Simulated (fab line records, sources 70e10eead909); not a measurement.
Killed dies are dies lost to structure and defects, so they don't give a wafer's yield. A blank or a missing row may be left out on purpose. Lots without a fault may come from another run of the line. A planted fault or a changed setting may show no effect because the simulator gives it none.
Which tool did it? | flow nand_harc | 14 lots, 42 wafers sampled, at 5 steps of a route of 1302

WHAT THE GAUGES READ, wafer by wafer
NHARC_THIN_TSV_CD_MEAS_33: target cd 5000 nm. Usual: cd_nm 4999.7 nm, standard deviation 2.2.
lot  | measured     | on        | cd_nm (nm)           | flag
L998 | day 24 09:22 | cd_sem-02 | 5002.2 5000.9 5001.9 |
L999 | day 24 10:34 | cd_sem-03 | 4999.5 4998.8 4998.6 |
L100 | day 24 17:59 | cd_sem-02 | 5000.2 5001.0 4998.6 |
L101 | day 25 06:17 | cd_sem-01 | 4994.9 4996.5 4996.0 |
L106 | day 28 03:47 | cd_sem-03 | 5002.2 5002.9 5001.2 |
L108 | day 28 04:53 | cd_sem-03 | 5001.4 5000.9 5002.1 |
L112 | day 30 02:56 | cd_sem-02 | 4997.7 4994.8 4998.2 |
L113 | day 30 01:37 | cd_sem-03 | 4997.9 5000.4 4998.6 |
L115 | day 32 14:41 | cd_sem-02 | 4999.3 4998.7 4999.8 |
L114 | day 32 13:28 | cd_sem-01 | 4999.9 4998.5 4998.1 |
L116 | day 31 13:44 | cd_sem-03 | 5000.8 5000.9 5001.6 |
L118 | day 32 19:32 | cd_sem-03 | 4999.6 4999.3 4999.5 |
L119 | day 32 15:56 | cd_sem-02 | 4999.7 5000.7 5001.4 |
L121 | day 34 02:33 | cd_sem-02 | 4999.6 5002.6 5000.9 |

NHARC_END_SORT_01. Usual: killed_at_array 59, standard deviation 24; killed_at_other 0.7, standard deviation 1.2; killed_at_periphery 3.5, standard deviation 2.6; killed_dies 63, standard deviation 24; killed_open 3.2, standard deviation 2.1; killed_short 2.4, standard deviation 1.5.
lot  | measured     | on        | killed_at_array | killed_at_other | killed_at_periphery | killed_dies | killed_open | killed_short | flag
L106 | day 28 12:53 | prober-02 | 254 238 251     | 0 0 1           | 4 7 6               | 258 245 258 | 4 5 3       | 9 3 4        | OFF
L108 | day 28 12:50 | prober-01 | 219 195 219     | 1 0 1           | 2 6 8               | 222 201 228 | 1 4 7       | 3 1 1        | OFF

WHICH TOOL RAN EACH LOT (tool, then ch and the chambers of the sampled wafers, then the start)
lot  | NHARC_A_ONON_D2_DEP_12           | NHARC_THIN_TSV_STRIP_62              | NHARC_THIN_TSV_PVD_19
L998 | pecvd_onon-04 ch 0, day 12 10:23 | plasma_asher-02 ch 0,1, day 24 06:06 | pvd_sputter-01, day 24 09:22 or earlier
L999 | pecvd_onon-04 ch 0, day 12 22:36 | plasma_asher-01 ch 0,1, day 24 07:23 | pvd_sputter-01, day 24 10:34 or earlier
L100 | pecvd_onon-03 ch 0, day 13 09:45 | plasma_asher-01 ch 0,1, day 24 14:41 | pvd_sputter-01, day 24 17:59 or earlier
L101 | pecvd_onon-01 ch 0, day 13 09:46 | plasma_asher-01 ch 0,1, day 25 03:00 | pvd_sputter-02, day 25 06:17 or earlier
L106 | pecvd_onon-04 ch 0, day 16 01:58 | plasma_asher-02 ch 0,1, day 28 00:27 | pvd_sputter-02, day 28 03:47 or earlier
L108 | pecvd_onon-04 ch 0, day 16 04:56 | plasma_asher-02 ch 0,1, day 28 01:43 | pvd_sputter-02, day 28 04:53 or earlier
L112 | pecvd_onon-03 ch 0, day 18 18:35 | plasma_asher-01 ch 0,1, day 29 23:46 | pvd_sputter-02, day 30 02:56 or earlier
L113 | pecvd_onon-04 ch 0, day 18 18:53 | plasma_asher-01 ch 0,1, day 29 22:28 | pvd_sputter-01, day 30 01:37 or earlier
L115 | pecvd_onon-03 ch 0, day 19 17:30 | plasma_asher-01 ch 0, day 32 11:32   | pvd_sputter-03, day 32 14:41 or earlier
L114 | pecvd_onon-04 ch 0, day 19 17:34 | plasma_asher-02 ch 0,1, day 32 10:08 | pvd_sputter-02, day 32 13:28 or earlier
L116 | pecvd_onon-04 ch 0, day 20 06:20 | plasma_asher-01 ch 0,1, day 31 10:10 | pvd_sputter-03, day 31 13:44 or earlier
L118 | pecvd_onon-03 ch 0, day 21 05:11 | plasma_asher-02 ch 0,1, day 32 16:13 | pvd_sputter-03, day 32 19:32 or earlier
L119 | pecvd_onon-01 ch 0, day 21 05:19 | plasma_asher-02 ch 0,1, day 32 12:38 | pvd_sputter-03, day 32 15:56 or earlier
L121 | pecvd_onon-01 ch 0, day 22 10:26 | plasma_asher-01 ch 0,1, day 33 23:14 | pvd_sputter-03, day 34 02:33 or earlier
- NHARC_A_ONON_D2_DEP_12: target thk 1000 nm.
- NHARC_THIN_TSV_STRIP_62: strips in N2/H2, time 20 s.
- NHARC_THIN_TSV_PVD_19: deposits TaN, target thk 20 nm.

WHAT THE TOOLS THEMSELVES READ (means of the sampled wafers that have a number; where no wafer has one, the mark that the record gives instead)
NHARC_THIN_TSV_STRIP_62. Usual: drypump_motor_current_A 5.9 A, standard deviation 0.41; heater_power_w 340 W, standard deviation 25; temp_c 249.97 C, standard deviation 0.17.
lot  | tool            | drypump_motor_current_A (A) | heater_power_w (W) | temp_c (C) | flag
L998 | plasma_asher-02 | 6.0                         | 321                | 250.09     |
L999 | plasma_asher-01 | 5.6                         | 355                | 250.15     |
L100 | plasma_asher-01 | 6.0                         | 343                | 250.14     |
L101 | plasma_asher-01 | 6.0                         | 349                | 249.96     |
L106 | plasma_asher-02 | 6.1                         | 338                | 250.07     |
L108 | plasma_asher-02 | 6.1                         | 336                | 250.00     |
L112 | plasma_asher-01 | 5.7                         | 356                | 250.15     |
L113 | plasma_asher-01 | 5.6                         | 348                | 250.00     |
L115 | plasma_asher-01 | 6.4                         | 352                | 250.26     |
L114 | plasma_asher-02 | 6.1                         | 330                | 249.80     |
L116 | plasma_asher-01 | 5.6                         | 360                | 250.02     |
L118 | plasma_asher-02 | 6.2                         | 332                | 249.85     |
L119 | plasma_asher-02 | 6.2                         | 337                | 249.86     |
L121 | plasma_asher-01 | 6.0                         | 354                | 250.07     |

NHARC_THIN_TSV_PVD_19. Usual: throttle_valve_pct 29.7 %, standard deviation 0.95.
lot  | tool           | throttle_valve_pct (%) | flag
L998 | pvd_sputter-01 | 29.8                   |
L999 | pvd_sputter-01 | 29.9                   |
L100 | pvd_sputter-01 | 29.7                   |
L101 | pvd_sputter-02 | 29.8                   |
L106 | pvd_sputter-02 | 29.7                   |
L108 | pvd_sputter-02 | 29.1                   |
L112 | pvd_sputter-02 | 29.5                   |
L113 | pvd_sputter-01 | 30.4                   |
L115 | pvd_sputter-03 | 30.8                   |
L114 | pvd_sputter-02 | 28.5                   |
L116 | pvd_sputter-03 | 30.9                   |
L118 | pvd_sputter-03 | 30.0                   |
L119 | pvd_sputter-03 | 30.0                   |
L121 | pvd_sputter-03 | 30.0                   |

THE ANSWER, worked out from the rows above alone
Rule: a lot is off if the mean of its wafers that have a number lies more than 3 standard deviations from the usual mean. A lot without any number at a reading at which 4 lots or more have one is off too. The other lots that the step has rows for count as sound. The gauges are gone through in route order, then the tools' own readings, and for those a lot's mean is taken as printed above. The first step at which some lot is off is used, and at that step the reading that is off furthest; a lot without a number counts as furthest.
Off: L106, L108, at NHARC_END_SORT_01 (killed_dies). Neither off nor sound, because the step has no rows for them: L998, L999, L100, L101, L112, L113, L115, L114, L116, L118, L119, L121.
A tool fits if, at a process step before that reading, it ran every lot that is off, and no sound lot after the first of them. The gauges at NHARC_END_SORT_01 are tried like those tools. NHARC_THIN_TSV_PVD_19 gives no start for some lots, so the hours and the order of its lots are those of NHARC_THIN_TSV_CD_MEAS_33. Can't be told from this: 3 tools fit, pecvd_onon-04 at NHARC_A_ONON_D2_DEP_12, plasma_asher-02 at NHARC_THIN_TSV_STRIP_62, pvd_sputter-02 at NHARC_THIN_TSV_PVD_19.

WHAT THE SIMULATOR HAD PUT IN
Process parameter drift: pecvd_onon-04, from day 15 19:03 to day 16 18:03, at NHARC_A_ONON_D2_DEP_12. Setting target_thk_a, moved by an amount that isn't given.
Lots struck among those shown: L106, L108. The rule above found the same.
